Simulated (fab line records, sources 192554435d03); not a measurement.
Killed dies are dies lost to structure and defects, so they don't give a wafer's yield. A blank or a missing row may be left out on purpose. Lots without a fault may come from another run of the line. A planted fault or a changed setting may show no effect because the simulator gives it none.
Which tool did it? | flow n5_finfet | 9 lots, 27 wafers sampled, at 6 steps of a route of 1938

WHAT THE GAUGES READ, wafer by wafer
N5_HKMG_FIN_CD_MEAS_49: target cd 202 nm.
lot  | measured    | on        | cd_nm (nm)
L667 | day 4 04:42 | cd_sem-03 | 203.1 201.7 202.7
L668 | day 4 12:37 | cd_sem-02 | 202.0 201.7 202.6
L670 | day 4 22:39 | cd_sem-03 | 201.8 202.0 202.5
L673 | day 5 16:58 | cd_sem-01 | 204.0 202.6 202.9
L675 | day 6 07:53 | cd_sem-02 | 203.5 202.0 203.4
L676 | day 6 16:59 | cd_sem-02 | 201.8 201.2 201.5
L678 | day 7 02:56 | cd_sem-02 | 244.6 202.5 201.8
L687 | day 9 07:26 | cd_sem-01 | 203.1 202.0 202.3
L688 | day 9 11:53 | cd_sem-03 | 202.8 202.7 203.5

N5_BEOL_M4_RC_MEAS_101.
lot  | measured     | on        | DIBL_N (mV/V)  | DIBL_P (mV/V)  | IOFF_N (nA/um)    | IOFF_P (nA/um) | ION_N (uA/um) | ION_P (uA/um) | SS_N (mV/dec)  | SS_P (mV/dec)  | VT_N (mV)   | VT_P (mV)
L667 | day 8 09:25  | prober-02 | 35.3 37.4 35.5 | 36.1 37.9 35.7 | 0.139 0.165 0.137 | 0.18 0.20 0.18 | 670 675 673   | 453 460 456   | 71.1 71.7 71.6 | 73.2 73.4 72.4 | 252 250 253 | -255 -250 -252
L668 | day 8 23:57  | prober-01 | 36.7 37.7 35.7 | 38.9 40.2 37.7 | 0.176 0.201 0.146 | 0.28 0.32 0.26 | 693 682 673   | 472 477 470   | 71.4 72.1 71.0 | 74.1 74.1 73.2 | 250 246 252 | -243 -240 -244
L670 | day 9 06:08  | prober-01 | 37.5 37.4 36.8 | 36.1 36.3 35.5 | 0.193 0.183 0.180 | 0.24 0.25 0.24 | 691 685 697   | 468 471 476   | 71.4 70.9 70.6 | 73.7 73.9 72.9 | 245 246 245 | -246 -243 -243
L673 | day 9 15:46  | prober-01 | 33.7 33.4 31.5 | 33.4 32.9 30.3 | 0.121 0.111 0.091 | 0.17 0.15 0.13 | 658 653 647   | 458 450 445   | 70.6 70.4 70.2 | 72.8 72.2 72.0 | 253 254 256 | -255 -253 -257
L675 | day 10 08:57 | prober-01 | 35.2 35.3 36.4 | 35.2 35.7 37.6 | 0.136 0.153 0.168 | 0.18 0.20 0.22 | 671 688 688   | 462 468 469   | 71.4 70.8 71.9 | 73.4 72.8 72.6 | 250 249 246 | -252 -249 -248
L676 | day 11 00:27 | prober-01 | 36.1 35.8 35.7 | 38.3 37.3 36.3 | 0.179 0.177 0.165 | 0.27 0.27 0.23 | 676 675 670   | 469 474 467   | 71.6 71.6 71.9 | 74.0 74.0 72.8 | 250 247 248 | -243 -244 -248
L678 | day 11 01:00 | prober-02 | 33.7 36.6      | 32.9 37.2      | 0.112 0.168       | 0.17 0.23      | 659 684       | 457 465       | 70.6 71.2      | 72.4 73.2      | 255 249     | -251 -248
L687 | day 13 14:24 | prober-02 | 37.5 38.3 38.3 | 38.2 39.0 38.8 | 0.156 0.157 0.167 | 0.21 0.24 0.22 | 668 672 674   | 458 469 458   | 71.6 71.8 71.5 | 73.6 74.3 73.8 | 251 252 248 | -251 -250 -249
L688 | day 13 14:36 | prober-01 | 33.2 34.2 37.3 | 32.0 32.8 37.4 | 0.110 0.118 0.188 | 0.15 0.15 0.24 | 664 667 685   | 457 458 467   | 70.9 71.0 71.0 | 71.6 72.4 73.3 | 256 253 246 | -254 -256 -250

WHICH TOOL RAN EACH LOT (tool, then ch and the chambers of the sampled wafers, then the start)
lot  | N5_SDB_ALD_29                    | N5_HKMG_FIN_ALD_75              | N5_HKMG_FIN_EXPOSE_46             | N5_HKMG_FIN_ETCH_55
L667 | ald_sin-03 ch 0,2,3, day 4 00:14 | ald_hk-01 ch 0,2,3, day 4 04:22 | arfi_scanner-03 ch 0, day 4 04:35 | rie_diel-06 ch 0,1, day 4 05:02
L668 | ald_sin-03 ch 0,1,3, day 4 08:08 | ald_hk-01 ch 0,2,3, day 4 12:17 | arfi_scanner-03 ch 0, day 4 12:30 | rie_diel-01 ch 2,3, day 4 12:48
L670 | ald_sin-01 ch 0,1, day 4 18:04   | ald_hk-01 ch 2,3, day 4 22:11   | arfi_scanner-01 ch 0, day 4 22:32 | rie_diel-05 ch 0,1,2, day 4 22:50
L673 | ald_sin-01 ch 1,3, day 5 12:22   | ald_hk-03 ch 1,2, day 5 16:30   | arfi_scanner-03 ch 0, day 5 16:50 | rie_diel-01 ch 0,3, day 5 17:09
L675 | ald_sin-02 ch 0,1,2, day 6 02:53 | ald_hk-03 ch 0,2, day 6 07:20   | arfi_scanner-02 ch 0, day 6 07:46 | rie_diel-06 ch 1,3, day 6 08:04
L676 | ald_sin-03 ch 0,1,2, day 6 12:07 | ald_hk-03 ch 0,1,2, day 6 16:26 | arfi_scanner-01 ch 0, day 6 16:52 | rie_diel-06 ch 0,2,3, day 6 17:10
L678 | ald_sin-03 ch 0,1,2, day 6 22:19 | ald_hk-01 ch 0,1,2, day 7 02:31 | arfi_scanner-01 ch 0, day 7 02:49 | rie_diel-06 ch 1,2,3, day 7 03:09
L687 | ald_sin-03 ch 0,2,3, day 9 02:38 | ald_hk-01 ch 0,1,2, day 9 06:57 | arfi_scanner-03 ch 0, day 9 07:19 | rie_diel-01 ch 0,2,3, day 9 07:37
L688 | ald_sin-01 ch 0,1,2, day 9 07:12 | ald_hk-03 ch 1,2, day 9 11:32   | arfi_scanner-03 ch 0, day 9 11:46 | rie_diel-05 ch 0,3, day 9 12:03
- N5_SDB_ALD_29: deposits SiNx, target thk 30 nm, pulse time 1 s, ald cycles 600.
- N5_HKMG_FIN_ALD_75: deposits Al2O3, target thk 1 nm, co reactant pulse time 1 s.
- N5_HKMG_FIN_EXPOSE_46: exposes mask NDIPOLE.
- N5_HKMG_FIN_ETCH_55: etches SOC in N2/H2, target depth 240 nm, time 300 s.

WHAT THE TOOLS THEMSELVES READ (means of the sampled wafers that have a number; where no wafer has one, the mark that the record gives instead)
N5_SDB_ALD_29.
lot  | tool       | heater_power_outer_w (W) | heater_power_w (W) | precursor_pulse_height_rel
L667 | ald_sin-03 | 563                      | 892                | 0.990
L668 | ald_sin-03 | 568                      | 893                | 0.998
L670 | ald_sin-01 | 458                      | 802                | 0.983
L673 | ald_sin-01 | 535                      | 848                | 1.003
L675 | ald_sin-02 | 517                      | 828                | 0.993
L676 | ald_sin-03 | 584                      | 926                | 1.000
L678 | ald_sin-03 | 587                      | 911                | 0.993
L687 | ald_sin-03 | 580                      | 899                | 1.007
L688 | ald_sin-01 | 490                      | 814                | 1.010

N5_HKMG_FIN_ALD_75.
lot  | tool      | heater_power_outer_w (W) | heater_power_w (W) | precursor_pulse_height_rel
L667 | ald_hk-01 | 85                       | 169                | 1.009
L668 | ald_hk-01 | 85                       | 172                | 1.009
L670 | ald_hk-01 | 84                       | 162                | 1.015
L673 | ald_hk-03 | 78                       | 144                | 1.008
L675 | ald_hk-03 | 76                       | 142                | 0.972
L676 | ald_hk-03 | 73                       | 140                | 1.000
L678 | ald_hk-01 | 84                       | 167                | 0.983
L687 | ald_hk-01 | 83                       | 171                | 1.006
L688 | ald_hk-03 | 79                       | 147                | 1.002

N5_HKMG_FIN_ETCH_55.
lot  | tool        | chamber_pressure_mTorr (mTorr) | drypump_motor_current_A (A) | h2_flow_sccm (sccm) | oes_product_au (a.u.) | rf_vpp_V (V) | showerhead_plenum_p_Torr (Torr) | throttle_valve_pct (%)
L667 | rie_diel-06 | 29.995                         | 5.1                         | 199.7               | 0.82                  | 523.8        | 2.53                            | 17.59
L668 | rie_diel-01 | 29.980                         | 5.8                         | 199.7               | 0.76                  | 526.3        | 2.65                            | 18.08
L670 | rie_diel-05 | 30.028                         | 5.8                         | 200.2               | 0.75                  | 525.7        | 2.61                            | 17.95
L673 | rie_diel-01 | 29.992                         | 5.2                         | 200.1               | 0.78                  | 524.8        | 2.57                            | 17.98
L675 | rie_diel-06 | 29.995                         | 5.6                         | 200.2               | 0.76                  | 523.7        | 2.55                            | 17.85
L676 | rie_diel-06 | 29.999                         | 5.8                         | 200.4               | 0.77                  | 524.1        | 2.55                            | 17.88
L678 | rie_diel-06 | 30.019                         | 5.9                         | 199.8               | 0.74                  | 524.8        | 2.56                            | 17.82
L687 | rie_diel-01 | 29.969                         | 5.5                         | 199.9               | 0.75                  | 524.7        | 2.57                            | 17.99
L688 | rie_diel-05 | 29.994                         | 6.0                         | 200.1               | 0.78                  | 525.9        | 2.62                            | 17.64

THE ANSWER, worked out from the rows above alone
Rule: what is usual is taken from the lots themselves. Put in order of their means at a reading, lots are off if they are a third of the lots or fewer, leave a main group of 4 or more, and stand apart from it by a gap of 3 or more times the standard deviation of the main group's means; of several such gaps the widest counts. A main group whose means are all the same, to the digits that the tables above print for the reading, isn't used. A lot without any number at a reading at which 4 lots or more have one is off too. The other lots that the step has rows for count as sound. The gauges are gone through in route order, then the tools' own readings, and for those a lot's mean is taken as printed above. The first step at which some lot is off is used, and at that step the reading that is off furthest; a lot without a number counts as furthest.
Off: L678, at N5_HKMG_FIN_CD_MEAS_49 (cd_nm). The main group: mean 202.5 nm, standard deviation 0.53.
A tool fits if, at a process step before that reading, it ran every lot that is off, and no sound lot after the first of them. The gauges at N5_HKMG_FIN_CD_MEAS_49 aren't tried: what is off there is off at N5_HKMG_FIN_ALD_75 too, on other tools, and a gauge's error can't cause that. One fits: arfi_scanner-01 at N5_HKMG_FIN_EXPOSE_46. Its last sound lot is L676 (day 6 16:52), its first lot that is off L678 (day 7 02:49): a fault that began between those two fits.

WHAT THE SIMULATOR HAD PUT IN
Process parameter drift: arfi_scanner-01, from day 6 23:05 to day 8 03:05, at N5_HKMG_FIN_EXPOSE_46. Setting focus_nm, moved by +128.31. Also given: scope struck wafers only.
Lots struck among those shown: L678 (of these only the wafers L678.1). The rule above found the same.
